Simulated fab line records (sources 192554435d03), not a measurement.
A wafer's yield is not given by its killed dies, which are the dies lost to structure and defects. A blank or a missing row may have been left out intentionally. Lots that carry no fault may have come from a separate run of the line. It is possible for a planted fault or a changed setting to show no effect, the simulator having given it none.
A lot that was struck, set against a sound lot	flow n5 finfet	38 out of 1938 route steps
Sound: wafers L290.3, L290.4, L290.6. Struck: wafer L299.5 (left out: L299.4, a lot-mate that was not struck); the cause follows at the end.
Each step with rows lists, per side, the tool, then ch with its chambers, then its first start. Under that, the readings that differ: sound wafers	struck wafers	difference of the means	sigmas: that difference in standard deviations of wafers without a fault.
alike: a reading whose means differ by less than 2 such deviations, as well as words and numbers matching on both sides. not compared: withheld readings; readings where some wafer has no value; bounds like >300 that might hide an equal value; numbers whose values overlap and for which the record gives no deviation.
Wherever a step has rows on one side only, a row that says differs or no value, or a row with sigmas, the two part there. Non-overlapping numbers with no deviation appear without sigmas and do not part them. A reading that every wafer of one side lacks parts them only if that side has two wafers or more.

first, 9 steps without rows for these wafers: N5_BEOL_M4_ANNEAL_95 (time 240 s); N5_BEOL_M4_SPUTTER_96 (material Cu, target thk 4.5 nm, time 8.29 s); N5_BEOL_M4_ECD_50 (material Cu, target thk 300 nm); N5_BEOL_M4_ANNEAL_51 (time 90 s); N5_BEOL_M4_CMP_52 (polishes, stops on SiOC, t overpolish 6.8 s, target thk 40 nm); N5_BEOL_M4_PRE_CLEAN_60 (time 15 s); N5_BEOL_M4_CO_CAP_55 (material Co, precursor CCTBA/H2, target thk 2 nm, time 102.1 s); N5_BEOL_M4_PRE_CLEAN_56 (time 15 s); N5_BEOL_M4_DEP_57 (deposits SiCN from 3MS/NH3, target thk 8 nm, time 14 s).
N5_BEOL_M4_RC_MEAS_101:
  sound on prober-01 ch 0, day 10 07:38; struck on prober-02 ch 0, day 11 23:10
  alike: DIBL_N, DIBL_P, IOFF_N, IOFF_P, ION_N, ION_P, SS_N, SS_P, VT_N, VT_P
then, 24 steps without rows for these wafers: N5_BEOL_M5_ILD_DEP_00 (deposits SiCOH lowk from DEMS/porogen, target thk 140.64 nm, time 25.9 s); N5_BEOL_M5_CURE_79 (cures SiCOH lowk, time 240 s); N5_BEOL_M5_PECVD_70 (deposits SiO2 from TEOS/O2, target thk 16 nm, time 18 s); N5_BEOL_M5_HM_DEP_02 (deposits TiN, target thk 20 nm); N5_BEOL_M5_COAT_59 (time 60 s, resist thk 60 nm); N5_BEOL_M5_COAT_60 (time 60 s, resist thk 12 nm); N5_BEOL_M5_COAT_71 (time 60 s, resist thk 5 nm); N5_BEOL_M5_COAT_05 (resist thk 30 nm); N5_BEOL_M5_EBR_07; N5_BEOL_M5_SOFTBAKE_06 (time 60 s); N5_BEOL_M5_EXPOSE_08 (exposes mask M5, target cd 28 nm); N5_BEOL_M5_PEB_09 (peb time 60 s); N5_BEOL_M5_DEVELOP_10 (develop time 30 s); N5_BEOL_M5_DESCUM_16 (chemistry O2, time 7 s); N5_BEOL_M5_ETCH_72 (etches underlayer in N2/H2, target depth 6.5 nm, time 5.2 s); N5_BEOL_M5_ETCH_61 (etches SiARC in CF4, target depth 15.6 nm, time 26 s); N5_BEOL_M5_ETCH_62 (etches SOC in N2/H2, target depth 75 nm, overetch 15 nm, time 112.5 s); N5_BEOL_M5_STRIP_63 (strips in N2/H2); N5_BEOL_M5_STRIP_73 (strips in N2/H2); N5_BEOL_M5_STRIP_64 (strips in CF4); N5_BEOL_M5_HM_OPEN_17 (chemistry Cl2/BCl3, target TiN, target depth 20 nm, overetch 6 nm); N5_BEOL_M5_STRIP_19 (strips in O2); N5_BEOL_M5_COAT_65 (time 60 s, resist thk 60 nm); N5_BEOL_M5_COAT_66 (time 60 s, resist thk 12 nm).
-- here the record skips 2 days between the struck wafers' starts before and after, leaving off in module BEOL_M5 and picking up in module BEOL_M9 (first step shown: number 1464 of the route) --
N5_BEOL_M9_CMP_52: polishes, stops on SiCOH lowk, t overpolish 7 s, target thk 140 nm.
  sound on cmp-04 ch 0,2, day 12 07:34; struck on cmp-04 ch 0, day 14 05:04
reading	sound	struck	difference	sigmas
barrier field endpoint s (s)	28.5 29.1 29.4	47.0	+18.0	+25
overpolish run s (s)	6.987 7.011 7.001	0.033	-6.967	-99 or more
time to endpoint s (s)	66 62 67	86	+21	+7
  alike: motor current A, platen rpm, slurry filter dp kPa
N5_BEOL_M9_THK_MEAS_53: measures by xrf.
  sound on film metro-02, day 12 07:49; struck on film metro-01, day 14 05:17
reading	sound	struck	difference	sigmas
M9_THK (nm)	141 142 139	261	+120	+39
N5_BEOL_M9_INSPECT_58: inspects for defects (darkfield).
  sound on defect inspect-02, day 12 07:58; struck on defect inspect-01, day 14 05:26
reading	sound	struck	difference	sigmas
raw defect count	115 90 65	4210	+4120	+99 or more
-- record jumps: 3 days separate the struck wafers' starts on either side; left off in module BEOL_M9, taken up again in module PASSIVATION, whose first shown step is the route's number 1936 --
N5_PASSIVATION_PROBE_49:
  record: rows for the struck wafers here (prober-02, day 16 23:31), none for the sound ones

## WHERE THEY PART
Earliest at N5_BEOL_M9_CMP_52; latest, in this record, at N5_PASSIVATION_PROBE_49.

WHY: whatever the simulator had introduced
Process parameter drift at N5_BEOL_M9_CMP_52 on cmp-04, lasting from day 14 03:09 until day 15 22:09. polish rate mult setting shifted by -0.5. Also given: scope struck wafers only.
